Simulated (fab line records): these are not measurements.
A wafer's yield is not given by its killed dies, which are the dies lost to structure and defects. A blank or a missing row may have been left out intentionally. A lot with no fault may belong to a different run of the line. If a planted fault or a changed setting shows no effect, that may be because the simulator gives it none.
Split-lot experiment ; flow n5-finfet ; 21 wafers read from 7 lots, route of 1938 steps

== ON THE SPLIT ==
At N5_BEOL_M6_DEP_56 (deposits SiCN from 3MS/NH3, target thk 10 nm, time 17.5 s), the setting time-s was moved away from the recipe's 17.5 s on 6 of the 21 wafers read, by -8.7% to +13.5%. For the rest of the wafers, this setting stayed at what the recipe calls for.

Reading taken at the split's own step.

== THE READING ==
SiCN_of_BEOL_M6_DEP_56.thk-nm (the simulator's own value, which no gauge read), in nm, at N5_BEOL_M6_DEP_56 (deposits SiCN from 3MS/NH3, target thk 10 nm, time 17.5 s). The file gives no usual value for it. The 15 wafers here that ran the recipe average 10.1 nm, standard deviation 0.18 nm.

wafer;tool, chamber at the split;time-s as run, s;against the recipe;SiCN_of_BEOL_M6_DEP_56.thk-nm, nm;against lot-mates on the recipe
L074.4;pecvd-03, 1;18.86;+7.8%;10.8;+0.8
L074.5;pecvd-03, 1;18.86;+7.8%;10.8;+0.8
L074.6;pecvd-03, 0;17.5;recipe;10;-
L075.3;pecvd-03, 1;17.5;recipe;10.2;-
L075.5;pecvd-03, 1;17.5;recipe;10.4;-
L075.6;pecvd-03, 2;17.5;recipe;10;-
L082.2;pecvd-01, 1;17.5;recipe;9.8;-
L082.3;pecvd-01, 0;17.5;recipe;10;-
L082.5;pecvd-01, 1;18.79;+7.4%;10.8;+0.9
L083.1;pecvd-03, 1;17.5;recipe;10;-
L083.2;pecvd-03, 2;17.5;recipe;9.8;-
L083.5;pecvd-03, 0;16.44;-6.1%;9.4;-0.5
L084.1;pecvd-01, 0;15.97;-8.7%;9.2;-0.9
L084.3;pecvd-01, 2;17.5;recipe;10;-
L084.4;pecvd-01, 2;17.5;recipe;10.2;-
L085.3;pecvd-01, 2;17.5;recipe;10.2;-
L085.4;pecvd-01, 1;17.5;recipe;10;-
L085.6;pecvd-01, 2;17.5;recipe;10.4;-
L092.2;pecvd-01, 1;19.86;+13.5%;11.2;+1.1
L092.3;pecvd-01, 2;17.5;recipe;10.2;-
L092.5;pecvd-01, 1;17.5;recipe;10;-

THE FIT
A straight line over all 21 wafers: SiCN_of_BEOL_M6_DEP_56.thk-nm changes by +0.093 nm for each +1% of time-s; r = +0.94; the points scatter about the line by 0.16 nm.
The same after taking each lot's own level away (the mean of its wafers on the recipe; 21 wafers): +0.095 nm for each +1%; r = +0.96; scatter 0.13 nm.
The reading moves by 1.3 nm for the largest change in time-s, on that fit.
Measured against the standard deviation above, the lots' own levels, which go from 9.90 to 10.20 nm, span 1.7 times it.
Hence the lot-to-lot level has little effect on the slope; both slopes agree.
Check: +1.41 nm against its lot-mates is what the line predicts for one of the wafers moved furthest among these (+13.5%) when that wafer is left out of the fit. Against them it came out at +1.1 nm.

== OTHER SPLITS ON THESE WAFERS ==
Other splits were also applied to these wafers ahead of the reading. Each is held against what the fit with the lots' levels taken away leaves over:
other split on the same wafers;wafers away from the commonest value;r with SiCN_of_BEOL_M6_DEP_56.thk-nm (lot level and that fit taken away)
N5_BEOL_M5_EXPOSE_25 dose-mj;5;-0.08

== FILE'S OWN FIT ==
SiCN_of_BEOL_M6_DEP_56.thk-nm changes by +0.0942 nm for each +1% of time-s, r = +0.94.
